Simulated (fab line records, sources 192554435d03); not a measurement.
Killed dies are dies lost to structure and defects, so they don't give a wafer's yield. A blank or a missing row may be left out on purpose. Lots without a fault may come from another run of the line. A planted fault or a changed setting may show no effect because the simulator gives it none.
Chamber matching | flow n5_finfet | N5_GATE_CUT_ETCH_37 on rie_diel-03: 4 sister chambers
The step etches SOC in N2/H2, target depth 60 nm, overetch 12 nm, time 90 s. 16 wafers are shown with their chamber, then 8 later ones without.

WAFERS WITH THEIR CHAMBER
wafer  | chamber | drypump_motor_current_A (A) | showerhead_plenum_p_Torr (Torr) | throttle_valve_pct (%)
L075.1 | 0       | 5.1                         | 2.55                            | 18.00
L075.3 | 2       | 5.3                         | 2.53                            | 17.93
L075.5 | 0       | 5.1                         | 2.55                            | 17.99
L081.3 | 2       | 5.3                         | 2.53                            | 17.94
L081.5 | 1       | 5.4                         | 2.70                            | 17.77
L081.6 | 0       | 5.1                         | 2.55                            | 18.02
L084.1 | 1       | 5.4                         | 2.70                            | 17.78
L084.4 | 0       | 5.1                         | 2.55                            | 18.02
L084.6 | 3       | 6.4                         | 2.63                            | 18.36
L087.1 | 1       | 5.4                         | 2.70                            | 17.77
L087.3 | 0       | 5.1                         | 2.54                            | 18.03
L087.5 | 3       | 6.3                         | 2.62                            | 18.35
L093.1 | 1       | 5.4                         | 2.69                            | 17.80
L093.3 | 2       | 5.3                         | 2.52                            | 17.45
L093.4 | 0       | 5.1                         | 2.54                            | 18.05
L094.3 | 1       | 5.4                         | 2.69                            | 17.79

SIGNATURES (means of the wafers above)
reading                  | chamber 0 | chamber 1 | chamber 2 | chamber 3 | scatter within a chamber
drypump_motor_current_A  | 5.100     | 5.400     | 5.300     | 6.350     | 0.0204
showerhead_plenum_p_Torr | 2.5467    | 2.6960    | 2.5267    | 2.6250    | 0.00555
throttle_valve_pct       | 18.0183   | 17.7820   | 17.7733   | 18.3550   | 0.115
Rule: a wafer's distance from a chamber is the root of the sum, over the readings, of the square of ((its reading less the chamber's mean) divided by the reading's scatter). The wafer belongs to the nearest chamber; if the next one is less than 2 further off, it can't be placed. The scatter: the root of (the sum of the squares of (reading less its chamber's mean) over the shown wafers, divided by (wafers less chambers)).

WAFERS WITHOUT THEIR CHAMBER
wafer  | drypump_motor_current_A (A) | showerhead_plenum_p_Torr (Torr) | throttle_valve_pct (%)
L094.4 | 5.3                         | 2.52                            | 17.46
L094.6 | 5.1                         | 2.54                            | 18.04
L095.2 | 6.4                         | 2.62                            | 18.38
L095.5 | 5.1                         | 2.54                            | 18.06
L095.6 | 6.4                         | 2.62                            | 18.38
L096.3 | 6.4                         | 2.62                            | 18.37
L096.5 | 5.3                         | 2.52                            | 17.48
L096.6 | 6.3                         | 2.62                            | 18.39

WHICH CHAMBER EACH WENT THROUGH
wafer  | from the rows above | in truth
L094.4 | 2                   | 2
L094.6 | 0                   | 0
L095.2 | 3                   | 3
L095.5 | 0                   | 0
L095.6 | 3                   | 3
L096.3 | 3                   | 3
L096.5 | 2                   | 2
L096.6 | 3                   | 3
Placed correctly: 8 of 8. Can't be placed from these rows: 0. Placed wrongly: 0.
